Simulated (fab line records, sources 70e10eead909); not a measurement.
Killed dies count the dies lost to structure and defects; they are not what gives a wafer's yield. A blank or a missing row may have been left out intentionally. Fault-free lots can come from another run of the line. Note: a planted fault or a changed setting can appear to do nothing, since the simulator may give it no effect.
Matching of chambers ; flow nand_harc ; 4 sister chambers for NHARC_A_STAIRCASE_DESCUM_443 on rie_diel-03
The step chemistry O2, time 3 s. 4 wafers are shown with their chamber, then 11 later ones without.

WAFERS PAIRED WITH THEIR CHAMBERS
wafer;chamber;drypump_motor_current_A (A)
L085.2;2;5.6
L085.3;1;4.9
L092.4;0;5.6
L090.1;3;6.7

WAFERS WITHOUT THEIR CHAMBER
wafer;drypump_motor_current_A (A)
L090.4;6.7
L090.5;5.6
L091.1;5.6
L091.3;6.7
L091.4;5.6
L096.1;6.8
L096.5;5.6
L096.6;4.9
L097.1;5.6
L097.2;5.6
L097.3;6.8

THE CHAMBER EACH PASSED THROUGH
wafer;from the rows above;in truth
L090.4;3;3
L090.5;can't be placed: 0 or 2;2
L091.1;can't be placed: 0 or 2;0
L091.3;3;3
L091.4;can't be placed: 0 or 2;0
L096.1;3;3
L096.5;can't be placed: 0 or 2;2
L096.6;1;1
L097.1;can't be placed: 0 or 2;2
L097.2;can't be placed: 0 or 2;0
L097.3;3;3
5 of 11 placed correctly. Can't be placed from these rows: 6 (the true chamber is among the candidates in 6). Number placed wrongly: 0.
How it was worked out, from the rows above alone: a wafer's distance from a chamber is the root of the sum, over the readings, of the square of ((its reading less the chamber's mean) divided by the reading's scatter). If the next closest chamber is less than 2 further off than the closest, the wafer can't be placed; otherwise it belongs to the closest. A chamber's mean is the mean of its shown wafers. The scatter (one wafer shown for each chamber): square how far every hidden wafer sits from the nearest shown wafer, average those squares and take the square root.
